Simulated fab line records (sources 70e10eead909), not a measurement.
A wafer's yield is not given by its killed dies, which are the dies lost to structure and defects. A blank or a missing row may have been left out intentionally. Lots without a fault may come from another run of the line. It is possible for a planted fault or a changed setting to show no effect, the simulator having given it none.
A struck lot beside a sound one ; flow nand-harc ; 15 out of 1302 route steps
Sound: the wafers L892.1, L892.2, L892.5. Wafers struck: L901.1, L901.3, L901.5. At the end, the cause is stated.
At each step with rows: each side's tool, then ch and its chambers, then its first start. Under that, the readings that differ: sound wafers ; struck wafers ; difference of the means ; sigmas: that difference in standard deviations of wafers without a fault.
alike: words and numbers the same on both sides, and readings whose means are apart by under 2 such deviations; not compared: readings that were withheld, readings missing a value for some wafer, numbers with overlapping values and no deviation given by the record, and bounds like >300 which may hide the same value.
The two part at a step that has a row with sigmas, a row that says differs or no value, or rows on one side only. When numbers do not overlap yet have no deviation, they are printed without sigmas and do not part them. Lack of a reading on every wafer of one side parts them only where that side has two or more wafers.

first, 5 steps without rows for these wafers: NHARC_A_CHANNEL_HOLE_D2_SOFTBAKE_05 (time 55 s); NHARC_A_CHANNEL_HOLE_D2_EBR_06; NHARC_A_CHANNEL_HOLE_D2_EXPOSE_07 (exposes mask HOLE D2, target cd 100 nm); NHARC_A_CHANNEL_HOLE_D2_PEB_08 (peb time 65 s); NHARC_A_CHANNEL_HOLE_D2_DEVELOP_09 (develop time 35 s).
NHARC_A_CHANNEL_HOLE_D2_CD_MEAS_10 targets a cd of 100 nm.
  sound on cd-sem-03 ch 0, day 12 22:48; struck on cd-sem-01 ch 0, day 16 13:44
  alike: cd-nm
NHARC_A_CHANNEL_HOLE_D2_OVL_MEAS_11:
  sound on overlay-01, day 12 22:53; struck on overlay-01, day 16 13:49
  alike: overlay-x-nm, overlay-y-nm
NHARC_A_CHANNEL_HOLE_D2_INSPECT_12:
  sound on defect-inspect-01, day 12 22:56; struck on defect-inspect-02, day 16 13:52
  alike: raw-defect-count
NHARC_A_CHANNEL_HOLE_D2_DESCUM_15: chemistry O2, time 3 s.
  sound on rie-diel-01 ch 2,3, day 12 22:59; struck on rie-diel-04 ch 2,3, day 16 13:55
reading;sound;struck;difference;sigmas
showerhead-plenum-p-Torr (Torr);1.89 1.88 1.88;2.06 2.01 2.06;+0.16;+2
  alike: chamber-pressure-mTorr, drypump-motor-current-A, mfc-ar-sccm, oes-product-au, rf-vpp-V, throttle-valve-pct
  not compared: rf-hours-counter-h
NHARC_A_CHANNEL_HOLE_D2_ETCH_38: etches the open film in CF4, target depth 39 nm, time 65 s.
  sound on rie-diel-01 ch 1,2, day 12 23:05; struck on rie-diel-04 ch 0,1,2, day 16 14:00
reading;sound;struck;difference;sigmas
chamber-pressure-mTorr (mTorr);49.97 49.94 49.95;50.10 50.09 50.08;+0.14;+3
oes-product-au (a.u.);0.994 0.985 0.981;1.013 1.008 1.009;+0.023;+3
  alike: bias-w, cf4-flow-sccm, drypump-motor-current-A, mfc-ar-sccm, rf-fwd-power-W, rf-vpp-V, showerhead-plenum-p-Torr, throttle-valve-pct
  not compared: rf-hours-counter-h
NHARC_A_CHANNEL_HOLE_D2_ETCH_39: etches the open film in N2/H2, target depth 260 nm, time 325 s.
  sound on rie-diel-01 ch 1,2,3; struck on rie-diel-04 ch 2,3
reading;sound;struck;difference;sigmas
showerhead-plenum-p-Torr (Torr);2.02 2.01 1.97;2.20 2.14 2.20;+0.18;+2
throttle-valve-pct (%);14.179 14.187 14.183;14.157 14.169 14.161;-0.021;-2
  alike: bias-w, chamber-pressure-mTorr, drypump-motor-current-A, mfc-ar-sccm, oes-product-au, rf-fwd-power-W, rf-vpp-V
  not compared: rf-hours-counter-h
NHARC_A_CHANNEL_HOLE_D2_ETCH_34: etches the open film in CF4/CHF3, target depth 154 nm, time 77 s.
  sound on rie-diel-01 ch 1,2; struck on rie-diel-04 ch 0,1,3
reading;sound;struck;difference;sigmas
oes-product-au (a.u.);0.925 0.915 0.912;0.964 0.982 0.970;+0.055;+3
  alike: bias-w, cf4-flow-sccm, chamber-pressure-mTorr, drypump-motor-current-A, mfc-ar-sccm, rf-fwd-power-W, rf-vpp-V, showerhead-plenum-p-Torr, throttle-valve-pct
  not compared: rf-hours-counter-h
NHARC_A_CHANNEL_HOLE_D2_ETCH_16: etches the open film in O2/COS, target depth 3100 nm, time 806 s.
  sound on rie-diel-01 ch 1,2,3, day 12 23:41; struck on rie-diel-04 ch 1,2, day 16 14:27
  no value came back on the struck wafers for any of 9 readings (bias-w (W), chamber-pressure-mTorr (mTorr) and others); on the sound wafers bias-w (W) reads 299.6 301.0 301.5
  not compared: rf-hours-counter-h
NHARC_A_CHANNEL_HOLE_D2_CD_MEAS_18:
  sound on cd-sem-03, day 13 00:19; struck on cd-sem-01, day 16 15:01
  alike: cd-nm
-- record jumps: 11 days between struck wafers' starts before vs after; left off in module A_CHANNEL_HOLE_D2, resumes in module END, first step shown is number 1302 of the route --
NHARC_END_SORT_01:
  the record has rows for the struck wafers here (prober-01 ch 0, day 27 21:24) and none for the sound ones

## WHERE THEY PART
Earliest at NHARC_A_CHANNEL_HOLE_D2_DESCUM_15; latest, in this record, at NHARC_END_SORT_01.

WHY: what the simulator had put in
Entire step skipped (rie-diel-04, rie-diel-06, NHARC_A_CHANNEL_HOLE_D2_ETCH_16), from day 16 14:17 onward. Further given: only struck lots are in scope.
